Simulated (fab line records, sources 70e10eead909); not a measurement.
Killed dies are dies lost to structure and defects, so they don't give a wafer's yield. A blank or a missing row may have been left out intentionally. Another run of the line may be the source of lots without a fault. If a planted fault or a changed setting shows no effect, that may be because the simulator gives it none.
A lot that was struck, set against a sound lot    flow nand-harc    14 steps out of a route of 1302
Sound: the wafers L614.1, L614.4, L614.6. Struck: wafers L626.1, L626.4, L626.5. The cause is named last.
Per side, at each step with rows, come the tool, then ch with its chambers, and then its first start. Under that, the readings that differ: sound wafers    struck wafers    difference of the means    sigmas: that difference in standard deviations of wafers without a fault.
alike: a reading whose means differ by less than 2 such deviations, as well as words and numbers matching on both sides. not compared: withheld readings; readings where some wafer has no value; bounds like >300 that might hide an equal value; numbers whose values overlap and for which the record gives no deviation.
Wherever a step has rows on one side only, a row that says differs or no value, or a row with sigmas, the two part there. Numbers that have no deviation but don't overlap get no sigmas and don't part them. A reading missing from all wafers of one side parts the sides only when that side holds two or more wafers.

NHARC_A_STAIRCASE_ETCH_188: etches the open film in C4F8/O2, target depth 100 nm, time 40.5 s.
  sound: rie-diel-03 ch 1,3; struck: rie-diel-03 ch 0,3
  alike: oes-product-au, rf-vpp-V
  not compared: rf-hours-counter-h
then, 2 steps without rows for these wafers: NHARC_A_STAIRCASE_TRIM_189 (chemistry O2, time 211.2 s); NHARC_A_STAIRCASE_ETCH_190 (etches the open film in C4F8/O2, target depth 100 nm, time 40.5 s).
NHARC_A_STAIRCASE_TRIM_191: chemistry O2, time 211.2 s.
  sound: rie-diel-03 ch 0,1,3; struck: rie-diel-03 ch 0,3
  alike: chamber-pressure-mTorr, drypump-motor-current-A, oes-product-au, rf-vpp-V, showerhead-plenum-p-Torr, throttle-valve-pct
  not compared: rf-hours-counter-h
then, 2 steps without rows for these wafers: NHARC_A_STAIRCASE_ETCH_192 (etches the open film in C4F8/O2, target depth 100 nm, time 40.5 s); NHARC_A_STAIRCASE_TRIM_193 (chemistry O2, time 211.2 s).
NHARC_A_STAIRCASE_ETCH_194: etches the open film in C4F8/O2, target depth 100 nm, time 40.5 s.
  sound: rie-diel-03 ch 0,1,2; struck: rie-diel-03 ch 1,2,3
  alike: oes-product-au, rf-vpp-V
  not compared: rf-hours-counter-h
then, 3 steps without rows for these wafers: NHARC_A_STAIRCASE_TRIM_196 (chemistry O2, time 211.2 s); NHARC_A_STAIRCASE_ETCH_197 (etches the open film in C4F8/O2, target depth 100 nm, time 40.5 s); NHARC_A_STAIRCASE_TRIM_198 (chemistry O2, time 211.2 s).
NHARC_A_STAIRCASE_ETCH_199: etches the open film in C4F8/O2, target depth 100 nm, time 40.5 s.
  sound: rie-diel-03 ch 0,2; struck: rie-diel-03 ch 0,3
  alike: oes-product-au, rf-vpp-V
  not compared: rf-hours-counter-h
NHARC_A_STAIRCASE_TRIM_200: chemistry O2, time 211.2 s.
  sound on rie-diel-03 ch 1,3, day 17 19:00; struck on rie-diel-03 ch 0,1, day 21 20:30
  no value came back on the struck wafers for any of 7 readings (bias-w (W), chamber-pressure-mTorr (mTorr) and others); on the sound wafers bias-w (W) reads 0 0 0
  not compared: rf-hours-counter-h
NHARC_A_STAIRCASE_ETCH_201: etches the open film in C4F8/O2, target depth 100 nm, time 40.5 s.
  sound: rie-diel-03 ch 2,3; struck: rie-diel-03 ch 0,2,3
reading                sound              struck             difference  sigmas
oes-product-au (a.u.)  0.932 0.914 0.942  0.979 0.966 0.955  +0.037      +2
  alike: rf-vpp-V
  not compared: rf-hours-counter-h
-- the record jumps here: 8 days lie between the struck wafers' starts before and after (it left off in module A_STAIRCASE and takes up again in module END, whose first step shown is number 1302 of the route) --
NHARC_END_SORT_01:
  the record has rows for the struck wafers here (prober-01 ch 0, day 30 07:22) and none for the sound ones

WHERE THEY PART
First at NHARC_A_STAIRCASE_TRIM_200; last, within this record, at NHARC_END_SORT_01.

WHY: the cause the simulator had injected
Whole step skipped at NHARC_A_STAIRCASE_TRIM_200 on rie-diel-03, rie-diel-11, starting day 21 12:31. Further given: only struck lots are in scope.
